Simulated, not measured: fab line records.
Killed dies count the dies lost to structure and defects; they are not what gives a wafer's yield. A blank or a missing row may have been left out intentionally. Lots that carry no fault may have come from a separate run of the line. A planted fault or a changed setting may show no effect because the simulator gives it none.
A single fault, viewed from 2 desks :: flow nand_harc :: each desk holds nothing but its own numbers, with what lay behind them at the end

== AT THE TOOL OWNER'S DESK: rie_diel-08 ==
The tool's own readings at NHARC_P_CONTACT_ETCH_36 (etches the open film in N2/H2, target depth 260 nm, time 406.25 s): means of the sampled wafers that have a number, for each lot that ran on this tool. If a lot's mean is further than 4 standard deviations from the usual mean, the lot is out of limits and carries the mark OUT (the distance appears in the brackets).
Columns: A = drypump_motor_current_A at NHARC_P_CONTACT_ETCH_36, usual 5.8 A; B = oes_product_au at NHARC_P_CONTACT_ETCH_36, usual 1.001 a.u.; C = rf_vpp_V at NHARC_P_CONTACT_ETCH_36, usual 430.3 V; D = showerhead_plenum_p_Torr at NHARC_P_CONTACT_ETCH_36, usual 2.03 Torr; E = throttle_valve_pct at NHARC_P_CONTACT_ETCH_36, usual 14.172 %
lot: L472
first seen here: day 5 20:11
A: 6.1
B: 1.003
C: 431.3
D: 2.07
E: 14.176

lot: L473
first seen here: day 6 09:23
A: 6.2
B: 1.007
C: 430.2
D: 2.04
E: 14.171

lot: L476
first seen here: day 7 10:57
A: 5.9
B: 1.004
C: 433.4
D: 2.11
E: 14.181

lot: L483
first seen here: day 10 12:29
A: 5.9
B: 0.922 (-9.1) OUT
C: 430.2
D: 2.01
E: 14.174

lot: L491
first seen here: day 14 01:22
A: 5.9
B: 1.004
C: 433.0
D: 2.11
E: 14.171

lot: L492
first seen here: day 14 11:46
A: 5.9
B: 1.006
C: 432.1
D: 2.11
E: 14.169

lot: L493
first seen here: day 15 10:58
A: 5.4
B: 1.005
C: 432.0
D: 2.12
E: 14.182
This desk's finding: out of limits on L483; first on L483, day 10 12:29 (oes_product_au at NHARC_P_CONTACT_ETCH_36). In limits: L472, L473, L476, L491, L492, L493.

== FROM THE METROLOGY DESK ==
Means of the sampled wafers that have a number, per lot and without regard to the tool the lot ran on: this is what the gauges read. If a lot's mean is further than 4 standard deviations from the usual mean, the lot is out of limits and carries the mark OUT (the distance appears in the brackets).
Columns: A = cd_nm at NHARC_P_GATE_CD_MEAS_91, usual 2000.6 nm; B = cd_nm at NHARC_P_CONTACT_CD_MEAS_19, usual 90.6 nm
lot: L472
first seen here: day 5 15:13
A: 2002.3
B: 91.5

lot: L473
first seen here: day 6 04:20
A: 2000.4
B: 92.2

lot: L474
first seen here: day 6 07:25
A: 1999.5
B: 89.2

lot: L475
first seen here: day 7 01:45
A: 2002.7
B: 90.6

lot: L476
first seen here: day 7 05:53
A: 2003.0
B: 91.1

lot: L477
first seen here: day 7 16:33
A: 1999.6
B: 88.8

lot: L483
first seen here: day 10 07:28
A: 2000.5
B: 92.6

lot: L490
first seen here: day 13 06:25
A: 2001.9
B: 89.1

lot: L491
first seen here: day 13 20:19
A: 1999.5
B: 92.0

lot: L492
first seen here: day 14 06:47
A: 2001.0
B: 92.4

lot: L493
first seen here: day 15 05:35
A: 1999.1
B: 89.9

lot: L494
first seen here: day 15 07:21
A: 2001.3
B: 92.0

lot: L495
first seen here: day 15 15:58
A: 2001.7
B: 89.4
Finding of this desk: none of the 13 lots has anything out of limits.

== ALL TOGETHER ==
At day 10 12:29, on L483, the tool owner's desk was in a position to raise an alarm.
Metrology desk: nothing out of limits seen.
The metrology desk holds a record of L483, inside its limits.
NHARC_P_CONTACT_ETCH_36 was run on rie_diel-08 by each of the lots named.

== WHAT THE SIMULATOR HAD INSERTED ==
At NHARC_P_CONTACT_ETCH_36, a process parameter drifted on rie_diel-08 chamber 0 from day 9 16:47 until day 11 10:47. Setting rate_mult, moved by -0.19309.
Struck lots among those shown: L483.
How many hours passed from the start of the fault until each desk's first out-of-limits reading: the tool owner's desk, 20.
